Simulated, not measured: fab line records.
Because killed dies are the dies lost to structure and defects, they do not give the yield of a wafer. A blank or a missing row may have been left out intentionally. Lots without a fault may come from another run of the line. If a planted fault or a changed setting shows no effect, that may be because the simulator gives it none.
A struck lot beside a sound one	flow n5 finfet	44 steps out of a route of 1938
Sound: wafers L596.2, L596.3, L596.6. Struck: wafer L614.5. (L614.4, L614.6 of the same lot were not struck and are left out.) The cause comes at the end.
Each step with rows lists, per side, the tool, then ch with its chambers, then its first start. Under that, the readings that differ: sound wafers	struck wafers	difference of the means	sigmas: that difference in standard deviations of wafers without a fault.
alike: a reading whose means differ by less than 2 such deviations, as well as words and numbers matching on both sides. not compared: withheld readings; readings where some wafer has no value; bounds like >300 that might hide an equal value; numbers whose values overlap and for which the record gives no deviation.
The two part at a step that has a row with sigmas, a row that says differs or no value, or rows on one side only. When numbers do not overlap yet have no deviation, they are printed without sigmas and do not part them. Lack of a reading on every wafer of one side parts them only where that side has two or more wafers.

first, 4 steps without rows for these wafers: N5_BEOL_M2_ANNEAL_95 (time 240 s); N5_BEOL_M2_SPUTTER_96 (material Cu, target thk 4.5 nm, time 8.29 s); N5_BEOL_M2_ECD_50 (material Cu, target thk 300 nm); N5_BEOL_M2_ANNEAL_51 (time 90 s).
N5_BEOL_M2_CMP_52: polishes, stops on SiOC, t overpolish 6.8 s, target thk 40 nm.
  sound on cmp-01 ch 0,1, day 7 16:49; struck on cmp-02 ch 2, day 12 20:48
reading	sound	struck	difference	sigmas
clearing platen down force psi (psi)	1.502 1.499 1.499	1.507	+0.007	+2
  alike: barrier field endpoint s, motor current A, overpolish run s, platen rpm, time to endpoint s
N5_BEOL_M2_THK_MEAS_53: measures by xrf.
  struck on film metro-02, day 12 21:01; sound on film metro-02, day 7 17:07
  alike: M2_THK
then, 1 step without rows for these wafers: N5_BEOL_M2_PRE_CLEAN_60 (time 15 s).
N5_BEOL_M2_CO_CAP_55: material Co, precursor CCTBA/H2, target thk 2 nm, time 102.1 s.
  sound on cvd co-02 ch 0,2, day 7 17:11; struck on cvd co-02 ch 0, day 12 21:08
  alike: heater power outer w, heater power w
then, 1 step without rows for these wafers: N5_BEOL_M2_PRE_CLEAN_56 (time 15 s).
N5_BEOL_M2_DEP_57: deposits SiCN from 3MS/NH3, target thk 8 nm, time 14 s.
  sound on pecvd-01 ch 0,1, day 7 17:18; struck on pecvd-01 ch 1, day 12 21:13
  alike: showerhead plenum p Torr, throttle valve pct
N5_BEOL_M2_RS_MEAS_58: measurement is done with a four-point probe.
  struck on film metro-01, day 12 21:17; sound on film metro-01, day 7 17:22
  alike: M2_RS
N5_BEOL_M2_INSPECT_59: inspects for defects (darkfield).
  struck on defect inspect-02, day 12 21:18; sound on defect inspect-01, day 7 17:24
  alike: raw defect count
N5_BEOL_M3_ILD_DEP_00: deposits SiOC from DEMS/O2, target thk 79 nm, time 15.3 s.
  sound on pecvd-01 ch 0,1,2, day 7 17:26; struck on pecvd-03 ch 0, day 12 21:21
reading	sound	struck	difference	sigmas
throttle valve pct (%)	12.2 11.2 10.7	13.3	+1.9	+3
model.SiOC_of_BEOL_M3_ILD_DEP_00.thk nm (nm)	77 76.4 77.8	49.8	-27.3	
  alike: heater power outer w, heater power w, showerhead plenum p Torr
N5_BEOL_M3_THK_MEAS_01:
  struck on film metro-02, day 12 21:25; sound on film metro-02, day 7 17:30
reading	sound	struck	difference	sigmas
M3_ILD_THK (nm)	77.0 76.4 77.8	49.7	-27.4	-25
then, 11 steps without rows for these wafers: N5_BEOL_M3_PECVD_72 (deposits SiO2 from TEOS/O2, target thk 16 nm, time 18 s); N5_BEOL_M3_HM_DEP_02 (deposits TiN, target thk 20 nm); N5_BEOL_M3_COAT_61 (time 60 s, resist thk 60 nm); N5_BEOL_M3_COAT_62 (time 60 s, resist thk 12 nm); N5_BEOL_M3_COAT_73 (time 60 s, resist thk 5 nm); N5_BEOL_M3_COAT_05 (resist thk 30 nm); N5_BEOL_M3_EBR_07; N5_BEOL_M3_SOFTBAKE_06 (time 60 s); N5_BEOL_M3_EXPOSE_08 (exposes mask M3); N5_BEOL_M3_PEB_09 (peb time 60 s); N5_BEOL_M3_DEVELOP_10 (develop time 30 s).
N5_BEOL_M3_CD_MEAS_11: the cd target is 17.05 nm.
  sound on cd sem-03 ch 0, day 7 18:07; struck on cd sem-03 ch 0, day 12 22:28
  alike: cd nm
N5_BEOL_M3_OVL_MEAS_12:
  sound on overlay-01 ch 0, day 7 18:09; struck on overlay-01 ch 0, day 12 22:31
  alike: M3_OVL
N5_BEOL_M3_INSPECT_13: inspects for defects (brightfield).
  struck on defect inspect-01, day 12 22:33; sound on defect inspect-01, day 7 18:12
  alike: raw defect count
N5_BEOL_M3_DESCUM_16: chemistry O2, time 7 s.
  sound on rie diel-02 ch 0,1,2, day 7 18:14; struck on rie diel-03 ch 2, day 12 22:35
reading	sound	struck	difference	sigmas
throttle valve pct (%)	20.69 20.08 20.60	20.83	+0.37	+2
  alike: drypump motor current A, oes product au, rf vpp V, showerhead plenum p Torr
  not compared: rf hours counter h
then, 7 steps without rows for these wafers: N5_BEOL_M3_ETCH_74 (etches underlayer in N2/H2, target depth 6.5 nm, time 5.2 s); N5_BEOL_M3_ETCH_63 (etches SiARC in CF4, target depth 15.6 nm, time 26 s); N5_BEOL_M3_ETCH_64 (etches SOC in N2/H2, target depth 75 nm, overetch 15 nm, time 112.5 s); N5_BEOL_M3_STRIP_65 (strips in N2/H2); N5_BEOL_M3_STRIP_75 (strips in N2/H2); N5_BEOL_M3_STRIP_66 (strips in CF4); N5_BEOL_M3_HM_OPEN_17 (chemistry Cl2/BCl3, target TiN, target depth 20 nm, overetch 6 nm).
N5_BEOL_M3_STRIP_19: strips in O2.
  sound on rie diel-03 ch 0,2,3, day 7 18:41; struck on rie diel-01 ch 1, day 12 23:02
reading	sound	struck	difference	sigmas
rf vpp V (V)	3.5 3.7 4.0	2.4	-1.3	-3
  alike: drypump motor current A, oes product au, showerhead plenum p Torr, throttle valve pct
  not compared: rf hours counter h
N5_BEOL_M3_CD_MEAS_18: pitch 36 nm, target cd 18 nm.
  struck on cd sem-02, day 12 23:07; sound on cd sem-03, day 7 18:45
  alike: cd nm
then, 4 steps without rows for these wafers: N5_BEOL_M3_COAT_67 (time 60 s, resist thk 60 nm); N5_BEOL_M3_COAT_68 (time 60 s, resist thk 12 nm); N5_BEOL_M3_COAT_76 (time 60 s, resist thk 5 nm); N5_BEOL_M3_COAT_22 (resist thk 30 nm).
N5_BEOL_M3_CMP_52: polishes, stops on SiOC, t overpolish 6.8 s, target thk 40 nm.
  sound on cmp-01 ch 1,2,3, day 8 08:07; struck on cmp-02 ch 0, day 13 13:50
reading	sound	struck	difference	sigmas
model.SiOC_of_BEOL_M3_ILD_DEP_00.thk nm (nm)	74 73.4 74.8	46.8	-27.3	
model.Cu_of_BEOL_M3_ECD_50.thk nm (nm)	38 37.6 37.8	10.4	-27.4	
  alike: clearing platen down force psi, motor current A, platen rpm
N5_BEOL_M4_RC_MEAS_101:
  the record has rows for the sound wafers here (prober-02 ch 0, day 8 23:26) and none for the struck ones

## WHERE THEY PART
Earliest at N5_BEOL_M2_CMP_52; latest, in this record, at N5_BEOL_M4_RC_MEAS_101.

WHY: what the simulator had put in
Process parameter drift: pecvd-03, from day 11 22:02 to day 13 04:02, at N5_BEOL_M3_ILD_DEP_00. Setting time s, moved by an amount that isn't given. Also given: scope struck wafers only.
